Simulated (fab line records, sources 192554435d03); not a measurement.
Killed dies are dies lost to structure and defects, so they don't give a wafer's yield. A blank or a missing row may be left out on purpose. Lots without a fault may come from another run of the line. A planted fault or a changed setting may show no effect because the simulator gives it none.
Chamber matching | flow n5_finfet | N5_BEOL_M1_ALD_84 on ald_metal-04: 4 sister chambers
The step deposits TaN, pulse time 2 s, purge time 3 s, co reactant purge time 2 s. 7 wafers are shown with their chamber, then 7 later ones without.

WAFERS WITH THEIR CHAMBER
wafer  | chamber | heater_power_w (W)
L868.1 | 1       | 452
L868.3 | 0       | 410
L868.6 | 1       | 442
L877.5 | 2       | 499
L882.5 | 2       | 493
L881.1 | 3       | 360
L881.5 | 3       | 364

WAFERS WITHOUT THEIR CHAMBER
wafer  | heater_power_w (W)
L881.6 | 425
L887.2 | 368
L887.4 | 435
L887.5 | 496
L888.1 | 500
L888.4 | 422
L888.5 | 478

WHICH CHAMBER EACH WENT THROUGH
wafer  | from the rows above     | in truth
L881.6 | can't be placed: 0 or 1 | 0
L887.2 | 3                       | 3
L887.4 | 1                       | 1
L887.5 | 2                       | 2
L888.1 | 2                       | 2
L888.4 | 0                       | 0
L888.5 | 2                       | 2
Placed correctly: 6 of 7. Can't be placed from these rows: 1 (the true chamber is among the candidates in 1). Placed wrongly: 0.
How it was worked out, from the rows above alone: a wafer's distance from a chamber is the root of the sum, over the readings, of the square of ((its reading less the chamber's mean) divided by the reading's scatter). The wafer belongs to the nearest chamber; if the next one is less than 2 further off, it can't be placed. A chamber's mean is the mean of its shown wafers. The scatter: the root of (the sum of the squares of (reading less its chamber's mean) over the shown wafers, divided by (wafers less chambers)).
